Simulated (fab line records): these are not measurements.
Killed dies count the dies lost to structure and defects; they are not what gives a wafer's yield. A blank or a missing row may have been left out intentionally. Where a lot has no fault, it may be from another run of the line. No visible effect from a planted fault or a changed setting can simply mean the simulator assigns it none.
A struck lot beside a sound one ; flow nand-harc ; 13 out of 1302 route steps
Sound: wafers L926.4, L926.5, L926.6. Struck: wafer L921.4. (L921.3, L921.6 of the same lot were not struck and are left out.) The cause comes at the end.
Per side, at each step with rows, come the tool, then ch with its chambers, and then its first start. Under that, the readings that differ: sound wafers ; struck wafers ; difference of the means ; sigmas: that difference in standard deviations of wafers without a fault.
alike: readings with means less than 2 such deviations apart, plus words and numbers identical on both sides. not compared: withheld readings, readings lacking a value on some wafer, bounds such as >300 that could conceal the same value, and numbers that have no deviation in the record and whose values overlap.
Wherever a step has rows on one side only, a row that says differs or no value, or a row with sigmas, the two part there. When numbers do not overlap yet have no deviation, they are printed without sigmas and do not part them. A reading missing from all wafers of one side parts the sides only when that side holds two or more wafers.

first, 1 step without rows for these wafers: NHARC_A_SLIT_SRD_20.
NHARC_A_SLIT_CD_MEAS_21:
  sound: cd-sem-01 at day 28 00:35; struck: cd-sem-03 at day 25 02:48
reading;sound;struck;difference;sigmas
cd-nm (nm);289.0 290.3 289.5;287.1;-2.5;-2
then, 3 steps without rows for these wafers: NHARC_A_SIN_REMOVE_WET_00 (chemistry H3PO4, time 15300 s); NHARC_A_SIN_REMOVE_PRECLEAN_01 (cleans in SC1); NHARC_A_SIN_REMOVE_SRD_02.
NHARC_A_SIN_REMOVE_INSPECT_04:
  sound: defect-inspect-02 at day 28 06:59; struck: defect-inspect-01 at day 25 09:25
  alike: raw-defect-count
NHARC_A_WL_FILL_ALD_00: deposits Al2O3, target thk 3 nm, pulse time 3 s, ald cycles 30.
  sound on ald-hk-04 ch 1,2,3, day 28 07:07; struck on ald-hk-04 ch 3, day 25 09:28
  alike: heater-power-w, precursor-pulse-height-rel
NHARC_A_WL_FILL_RTA_01: time 5 s.
  sound on rtp-anneal-01 ch 0, day 28 07:25; struck on rtp-anneal-01 ch 0, day 25 09:47
  alike: lamp-power-pct, lamp_zone_1_pct, lamp_zone_7_pct, wafer_temp_C_max
NHARC_A_WL_FILL_ALD_02: deposits TiN, target thk 2 nm, pulse time 3 s, ald cycles 100.
  sound on ald-metal-04 ch 1,2, day 28 07:34; struck on ald-metal-02 ch 1, day 25 09:57
reading;sound;struck;difference;sigmas
heater-power-w (W);944 951 1142;1361;+349;+2
  alike: precursor-pulse-height-rel
NHARC_A_WL_FILL_CVD_03: deposits W, target thk 40 nm, time 279 s.
  sound on cvd-w-01 ch 0,1, day 28 08:08; struck on cvd-w-01 ch 0, day 25 10:29
reading;sound;struck;difference;sigmas
mfc-h2-sccm (sccm);1592 1597 1597;1609;+14;+3
  alike: heater-power-w, throttle-valve-pct
NHARC_A_WL_FILL_ETCHBACK_04: etches the open film in NF3, target depth 60 nm, time 120 s.
  sound on rie-metal-03 ch 0,1, day 28 08:25; struck on rie-metal-01 ch 0, day 25 10:50
reading;sound;struck;difference;sigmas
chamber-pressure-mTorr (mTorr);300.56 300.29 300.37;299.55;-0.86;-3
oes-product-au (a.u.);0.990 0.993 1.018;1.252;+0.252;+27
  alike: drypump-motor-current-A, he-backside-leak-sccm
  not compared: rf-hours-counter-h
NHARC_A_WL_FILL_ETCHBACK_05: etches the open film in Cl2/BCl3, target depth 22 nm, time 60 s.
  sound on rie-metal-03 ch 0,1, day 28 08:37; struck on rie-metal-01 ch 0, day 25 11:01
reading;sound;struck;difference;sigmas
temp-c (C);40.09 40.15 40.28;39.96;-0.21;-2
  alike: chamber-pressure-mTorr, drypump-motor-current-A, he-backside-leak-sccm, oes-product-au
  not compared: rf-hours-counter-h
-- jump in the record: it breaks off in module A_WL_FILL and resumes in module END (first step shown: number 1302 of the route), and 4 days separate the struck wafers' starts before and after --
NHARC_END_SORT_01:
  sound on prober-02 ch 0, day 32 07:15; struck on prober-01 ch 0, day 29 15:08
  alike: killed-at-array, killed-at-other, killed-at-periphery, killed-dies, killed-open, killed-short

## WHERE THEY PART
Last at NHARC_A_WL_FILL_ETCHBACK_05 as far as this record goes, first at NHARC_A_SLIT_CD_MEAS_21. Later steps at which nothing parts them and some readings are alike: NHARC_END_SORT_01.

WHY: the cause the simulator had injected
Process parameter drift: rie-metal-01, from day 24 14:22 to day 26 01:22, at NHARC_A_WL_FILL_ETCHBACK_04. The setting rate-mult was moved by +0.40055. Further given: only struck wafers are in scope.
